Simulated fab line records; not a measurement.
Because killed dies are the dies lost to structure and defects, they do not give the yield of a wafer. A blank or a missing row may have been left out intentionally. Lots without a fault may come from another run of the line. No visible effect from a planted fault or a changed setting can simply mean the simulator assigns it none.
Comparing a struck lot with a sound one ; flow nandHarc ; 39 out of 1302 route steps
Sound: the wafers L253.1, L253.2, L253.3. Struck: wafers L260.2, L260.5, L260.6. The cause is given at the end.
For every step that has rows: the tool of each side, followed by ch and its chambers, followed by its first start. Under that, the readings that differ: sound wafers ; struck wafers ; difference of the means ; sigmas: that difference in standard deviations of wafers without a fault.
alike: readings whose means differ by less than 2 such deviations, and words and numbers that are the same on both sides. not compared: withheld readings, readings that some wafer has no value for, bounds like >300 that may hide the same value, and numbers for which the record gives no deviation and whose values overlap.
The two part at a step that has a row with sigmas, a row that says differs or no value, or rows on one side only. Numbers that don't overlap but have no deviation are shown without sigmas and don't part them. A reading that every wafer of one side lacks parts them only if that side has two wafers or more.

NHARC_A_CHANNEL_HOLE_D1_ETCH_44: etches the open film in CF4/O2, target depth 140 nm, overetch 14 nm, time 77 s.
  sound on rieDiel-05 ch 1,2,3, day 8 18:59; struck on rieDiel-05 ch 2,3, day 12 00:24
  alike: drypumpMotorCurrentA, oes_o_777_au, oesProductAu, rfVppV, showerheadPlenumPTorr, throttleValvePct
  not compared: rfHoursCounterH
then, 3 steps without rows for these wafers: NHARC_A_CHANNEL_HOLE_D1_STRIP_27 (strips in O2); NHARC_A_CHANNEL_HOLE_D1_PRECLEAN_28 (cleans in SC1); NHARC_A_CHANNEL_HOLE_D1_SRD_29.
NHARC_A_CHANNEL_HOLE_D1_CD_MEAS_30:
  sound on cdSem-02, day 8 19:47; struck on cdSem-02, day 12 01:13
  alike: cdNm
then, 1 step without rows for these wafers: NHARC_A_CHANNEL_HOLE_D1_XSEM_31.
NHARC_A_CHANNEL_HOLE_D1_INSPECT_40:
  sound on defectInspect-01, day 8 19:58; struck on defectInspect-02, day 12 01:23
  alike: rawDefectCount
then, 2 steps without rows for these wafers: NHARC_A_CHANNEL_FILL_D1_PRECLEAN_00 (cleans in SC1); NHARC_A_CHANNEL_FILL_D1_SRD_01.
NHARC_A_CHANNEL_FILL_D1_ALD_02: deposits SiO2, target thk 6 nm, pulse time 10 s, ald cycles 60.
  sound on aldHk-04 ch 0,2,3, day 8 23:51; struck on aldHk-02 ch 0,1,2, day 12 01:48
  alike: heaterPowerW, precursorPulseHeightRel
NHARC_A_CHANNEL_FILL_D1_ALD_03: deposits SiNx, target thk 6 nm, pulse time 60 s, ald cycles 58.
  sound: aldSinBatch-03 ch 0; struck: aldSinBatch-01 ch 0
  alike: precursorPulseHeightRel
NHARC_A_CHANNEL_FILL_D1_ALD_14: deposits SiO2, target thk 2.5 nm, pulse time 10 s, ald cycles 25.
  sound on aldHk-04 ch 0,2,3, day 9 06:49; struck on aldHk-03 ch 0,1,3, day 12 08:50
  alike: heaterPowerW, precursorPulseHeightRel
NHARC_A_CHANNEL_FILL_D1_ALD_15: deposits SiNx, target thk 2 nm, pulse time 60 s, ald cycles 19.
  sound on aldSinBatch-02 ch 0, day 9 09:57; struck on aldSinBatch-01 ch 0, day 12 12:21
  alike: precursorPulseHeightRel
then, 5 steps without rows for these wafers: NHARC_A_CHANNEL_FILL_D1_ALD_16 (deposits SiO2, target thk 1.5 nm, pulse time 10 s, ald cycles 15); NHARC_A_CHANNEL_FILL_D1_ANNEAL_17 (time 1800 s); NHARC_A_CHANNEL_FILL_D1_CVD_18 (deposits poly-Si, target thk 3 nm); NHARC_A_CHANNEL_FILL_D1_ETCHBACK_19 (etches the open film in HBr/Cl2, target depth 5 nm, time 1.7 s); NHARC_A_CHANNEL_FILL_D1_ETCHBACK_20 (etches the open film in C4F8/O2/Ar, target depth 27 nm, time 13.5 s).
NHARC_A_CHANNEL_FILL_D1_STRIP_28: strips in O2, time 20 s.
  sound on rieDiel-02 ch 0,1,3, day 10 00:16; struck on rieDiel-10 ch 0,2,3, day 13 02:34
  alike: drypumpMotorCurrentA, oesProductAu, rfVppV, showerheadPlenumPTorr, throttleValvePct
  not compared: rfHoursCounterH
then, 19 steps without rows for these wafers: NHARC_A_CHANNEL_FILL_D1_PRECLEAN_21 (cleans in dHF, time 30 s); NHARC_A_CHANNEL_FILL_D1_SRD_23; NHARC_A_CHANNEL_FILL_D1_CVD_05 (deposits poly-Si, target thk 5 nm); NHARC_A_CHANNEL_FILL_D1_ANNEAL_22 (time 7200 s); NHARC_A_CHANNEL_FILL_D1_ALD_25 (deposits SiOx, target thk 60 nm, pulse time 10 s, ald cycles 600); NHARC_A_CHANNEL_FILL_D1_ETCHBACK_08 (etches the open film in C4F8, target depth 220 nm, time 110 s); NHARC_A_CHANNEL_FILL_D1_STRIP_29 (strips in O2, time 20 s); NHARC_A_CHANNEL_FILL_D1_PRECLEAN_30 (cleans in dHF, time 30 s); NHARC_A_CHANNEL_FILL_D1_SRD_31; NHARC_A_CHANNEL_FILL_D1_CVD_09 (deposits poly-Si, target thk 150 nm, time 3000 s); NHARC_A_CHANNEL_FILL_D1_CMP_10 (polishes, target thk 150 nm); NHARC_A_CHANNEL_FILL_D1_SRD_12; NHARC_A_DECK1_JOINT_ETCHBACK_07 (etches the open film in HBr, target depth 105 nm, time 26.9 s); NHARC_A_DECK1_JOINT_ETCH_25 (etches SiO2 in dHF, target depth 0.5 nm); NHARC_A_DECK1_JOINT_ETCH_19 (etches poly-Si in TMAH, target depth 3 nm); NHARC_A_DECK1_JOINT_ETCH_18 (etches SiO2 in dHF, target depth 3 nm); NHARC_A_DECK1_JOINT_WET_08 (chemistry H3PO4, time 86 s); NHARC_A_DECK1_JOINT_ETCH_09 (etches SiO2 in dHF, target depth 5 nm); NHARC_A_DECK1_JOINT_WET_10 (chemistry H3PO4, time 86 s).
-- the record jumps here: 14 days lie between the struck wafers' starts before and after (it left off in module A_DECK1_JOINT and takes up again in module END, whose first step shown is number 1302 of the route) --
NHARC_END_SORT_01:
  the record has rows for the struck wafers here (prober-01 ch 0, day 27 07:25) and none for the sound ones

== WHERE THEY PART ==
NHARC_END_SORT_01 only, going by this record.

WHY: whatever the simulator had introduced
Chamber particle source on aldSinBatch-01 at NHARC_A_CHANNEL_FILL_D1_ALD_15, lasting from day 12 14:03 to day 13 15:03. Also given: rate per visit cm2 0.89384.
